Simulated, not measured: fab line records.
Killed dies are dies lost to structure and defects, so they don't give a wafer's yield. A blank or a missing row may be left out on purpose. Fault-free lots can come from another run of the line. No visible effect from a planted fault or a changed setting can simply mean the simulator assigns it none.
A struck lot beside a sound one    flow n5-finfet    16 steps out of a route of 1938
Sound: the wafers L806.1, L806.3, L806.5. Wafers L818.2, L818.5, L818.6 were the ones struck. At the end, the cause is stated.
Each step with rows lists, per side, the tool, then ch with its chambers, then its first start. Under that, the readings that differ: sound wafers    struck wafers    difference of the means    sigmas: that difference in standard deviations of wafers without a fault.
alike: words and numbers the same on both sides, and readings whose means are apart by under 2 such deviations; not compared: readings that were withheld, readings missing a value for some wafer, numbers with overlapping values and no deviation given by the record, and bounds like >300 which may hide the same value.
A row with sigmas, a row that says differs or no value, or rows on one side alone: a step with any of these is where the two part. Numbers that don't overlap but have no deviation are shown without sigmas and don't part them. A reading that every wafer of one side lacks parts them only if that side has two wafers or more.

N5_MOL_CONTACT_COAG_CD_MEAS_99: the cd target is 17.2 nm.
  struck on cd-sem-02, day 10 04:50; sound on cd-sem-02, day 7 03:41
  alike: cd-nm
then, 5 steps without rows for these wafers: N5_MOL_CONTACT_COAG_IMPLANT_129; N5_MOL_CONTACT_COAG_PRECLEAN_111 (cleans in NF3:NH3, afs cycles 1, time 20 s, sublimation time 60 s); N5_MOL_CONTACT_COAG_TI_SIL_19 (material Ti, target thk 4.2 nm, time 15 s); N5_MOL_CONTACT_COAG_ALD_20 (deposits TiN, target thk 1.5 nm, pulse time 1 s, purge time 3 s); N5_MOL_CONTACT_COAG_SIL_ANNEAL_21 (time 60 s).
N5_MOL_CONTACT_COAG_PRE_CLEAN_141: time 60 s.
  struck on pvd-sputter-03, day 10 07:04; sound on pvd-sputter-02, day 7 07:00
  alike: heater-power-w
N5_MOL_CONTACT_COAG_SPUTTER_143: material Co, target thk 2.5 nm.
  struck on pvd-sputter-03, day 10 07:07; sound on pvd-sputter-02, day 7 07:04
  alike: throttle-valve-pct
then, 1 step without rows for these wafers: N5_MOL_CONTACT_COAG_CO_FILL_22 (material Co, precursor CCTBA/H2, target thk 20 nm).
N5_MOL_CONTACT_COAG_ANNEAL_113: time 300 s.
  sound on rtp-anneal-02 ch 0, day 7 07:48; struck on rtp-anneal-02 ch 0, day 10 08:01
  alike: lamp-power-pct, wafer_temp_C_max
N5_MOL_CONTACT_COAG_PRE_CLEAN_142: time 60 s.
  struck on pvd-sputter-03, day 10 09:05; sound on pvd-sputter-02, day 7 13:17
  alike: heater-power-w
N5_MOL_CONTACT_COAG_SPUTTER_130: material Co, target thk 47.5 nm.
  struck on pvd-sputter-03, day 10 09:08; sound on pvd-sputter-02, day 7 13:21
  alike: throttle-valve-pct
N5_MOL_CONTACT_COAG_PRECLEAN_125: cleans in DIW, time 57.5 s.
  sound on wet-bench-05 ch 0,3,5, day 7 13:29; struck on wet-bench-05 ch 0,5,7, day 10 09:16
reading           sound           struck          difference  sigmas
run-length-s (s)  64.4 64.8 63.6  94.2 93.8 94.6  +29.9       +12
then, 1 step without rows for these wafers: N5_MOL_CONTACT_COAG_SRD_126 (dry time 32 s).
-- record jumps: 3 days separate the struck wafers' starts on either side; left off in module MOL_CONTACT_COAG, taken up again in module BEOL_M4, whose first shown step is the route's number 1111 --
N5_BEOL_M4_RC_MEAS_101:
  sound on prober-01 ch 0, day 10 21:55; struck on prober-01 ch 0, day 13 14:17
reading    sound           struck          difference  sigmas
VT_P (mV)  -250 -253 -255  -246 -246 -245  +7          +2
  alike: DIBL_N, DIBL_P, IOFF_N, IOFF_P, ION_N, ION_P, SS_N, SS_P, VT_N
next, for these wafers, 1 step has no rows: N5_PASSIVATION_PROBE_49.

## WHERE THEY PART
Last at N5_BEOL_M4_RC_MEAS_101 as far as this record goes, first at N5_MOL_CONTACT_COAG_PRECLEAN_125.

WHY: whatever the simulator had introduced
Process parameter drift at N5_MOL_CONTACT_COAG_PRECLEAN_125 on wet-bench-05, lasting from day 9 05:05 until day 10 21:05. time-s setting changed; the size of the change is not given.
